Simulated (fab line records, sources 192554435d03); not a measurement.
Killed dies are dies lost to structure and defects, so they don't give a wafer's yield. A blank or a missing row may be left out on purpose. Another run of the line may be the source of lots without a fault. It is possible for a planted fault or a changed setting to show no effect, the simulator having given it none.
Chamber matching :: flow n5 finfet :: rie diel-06 running N5_BEOL_M2_VIA_ETCH_34: 4 sister chambers
The step etches the open film in C4F6/O2, target depth 69.4 nm, time 65.9 s. 18 wafers are shown with their chamber, then 9 later ones without.

WAFERS WITH THEIR CHAMBER
wafer: L076.3
chamber: 2
showerhead plenum p Torr (Torr): 2.73
drypump motor current A (A): 5.7
throttle valve pct (%): 30.71

wafer: L076.5
chamber: 0
showerhead plenum p Torr (Torr): 2.84
drypump motor current A (A): 5.9
throttle valve pct (%): 30.48

wafer: L076.6
chamber: 1
showerhead plenum p Torr (Torr): 3.00
drypump motor current A (A): 6.5
throttle valve pct (%): 30.58

wafer: L082.1
chamber: 0
showerhead plenum p Torr (Torr): 2.83
drypump motor current A (A): 5.9
throttle valve pct (%): 30.48

wafer: L082.4
chamber: 0
showerhead plenum p Torr (Torr): 2.83
drypump motor current A (A): 5.9
throttle valve pct (%): 30.50

wafer: L082.6
chamber: 2
showerhead plenum p Torr (Torr): 2.73
drypump motor current A (A): 5.6
throttle valve pct (%): 30.75

wafer: L084.1
chamber: 2
showerhead plenum p Torr (Torr): 2.72
drypump motor current A (A): 5.6
throttle valve pct (%): 30.74

wafer: L084.2
chamber: 3
showerhead plenum p Torr (Torr): 2.68
drypump motor current A (A): 6.6
throttle valve pct (%): 30.35

wafer: L084.6
chamber: 0
showerhead plenum p Torr (Torr): 2.83
drypump motor current A (A): 5.9
throttle valve pct (%): 30.50

wafer: L085.3
chamber: 3
showerhead plenum p Torr (Torr): 2.68
drypump motor current A (A): 6.6
throttle valve pct (%): 30.36

wafer: L085.5
chamber: 1
showerhead plenum p Torr (Torr): 2.99
drypump motor current A (A): 6.5
throttle valve pct (%): 30.60

wafer: L085.6
chamber: 2
showerhead plenum p Torr (Torr): 2.72
drypump motor current A (A): 5.6
throttle valve pct (%): 30.75

wafer: L086.1
chamber: 0
showerhead plenum p Torr (Torr): 2.83
drypump motor current A (A): 5.9
throttle valve pct (%): 30.49

wafer: L086.5
chamber: 1
showerhead plenum p Torr (Torr): 2.99
drypump motor current A (A): 6.4
throttle valve pct (%): 30.60

wafer: L086.6
chamber: 0
showerhead plenum p Torr (Torr): 2.83
drypump motor current A (A): 5.9
throttle valve pct (%): 30.50

wafer: L090.2
chamber: 2
showerhead plenum p Torr (Torr): 2.72
drypump motor current A (A): 5.6
throttle valve pct (%): 30.76

wafer: L090.3
chamber: 1
showerhead plenum p Torr (Torr): 2.99
drypump motor current A (A): 6.5
throttle valve pct (%): 30.60

wafer: L090.6
chamber: 0
showerhead plenum p Torr (Torr): 2.83
drypump motor current A (A): 5.9
throttle valve pct (%): 30.49

SIGNATURES (averages over the wafers above)
reading: showerhead plenum p Torr
chamber 0: 2.8314
chamber 1: 2.9925
chamber 2: 2.7240
chamber 3: 2.6800
scatter within a chamber: 0.00448

reading: drypump motor current A
chamber 0: 5.900
chamber 1: 6.475
chamber 2: 5.620
chamber 3: 6.600
scatter within a chamber: 0.0333

reading: throttle valve pct
chamber 0: 30.4914
chamber 1: 30.5950
chamber 2: 30.7420
chamber 3: 30.3550
scatter within a chamber: 0.0129
Rule: distance of a wafer from a chamber = root of the sum over the readings of ((wafer's reading minus chamber's mean) / reading's scatter) squared. If the next closest chamber is less than 2 further off than the closest, the wafer can't be placed; otherwise it belongs to the closest. The scatter: take each reading less its chamber's mean, square it, sum over the shown wafers, divide by the number of wafers less the number of chambers, and take the root.

WAFERS WITHOUT THEIR CHAMBER
wafer: L092.2
showerhead plenum p Torr (Torr): 2.72
drypump motor current A (A): 5.6
throttle valve pct (%): 30.77

wafer: L092.4
showerhead plenum p Torr (Torr): 2.72
drypump motor current A (A): 5.7
throttle valve pct (%): 30.76

wafer: L092.5
showerhead plenum p Torr (Torr): 2.98
drypump motor current A (A): 6.5
throttle valve pct (%): 30.61

wafer: L095.2
showerhead plenum p Torr (Torr): 2.82
drypump motor current A (A): 5.9
throttle valve pct (%): 30.50

wafer: L095.4
showerhead plenum p Torr (Torr): 2.71
drypump motor current A (A): 5.6
throttle valve pct (%): 30.76

wafer: L095.5
showerhead plenum p Torr (Torr): 3.01
drypump motor current A (A): 6.6
throttle valve pct (%): 30.03

wafer: L096.1
showerhead plenum p Torr (Torr): 3.01
drypump motor current A (A): 6.6
throttle valve pct (%): 30.01

wafer: L096.3
showerhead plenum p Torr (Torr): 2.71
drypump motor current A (A): 5.6
throttle valve pct (%): 30.77

wafer: L096.6
showerhead plenum p Torr (Torr): 3.01
drypump motor current A (A): 6.6
throttle valve pct (%): 30.02

EACH ONE'S CHAMBER
wafer: L092.2
from the rows above: 2
in truth: 2

wafer: L092.4
from the rows above: 2
in truth: 2

wafer: L092.5
from the rows above: 1
in truth: 1

wafer: L095.2
from the rows above: 0
in truth: 0

wafer: L095.4
from the rows above: 2
in truth: 2

wafer: L095.5
from the rows above: 1
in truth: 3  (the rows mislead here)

wafer: L096.1
from the rows above: 1
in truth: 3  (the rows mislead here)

wafer: L096.3
from the rows above: 2
in truth: 2

wafer: L096.6
from the rows above: 1
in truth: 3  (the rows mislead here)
Placed correctly: 6 of 9. Not placeable from these rows: 0. Number placed wrongly: 3.
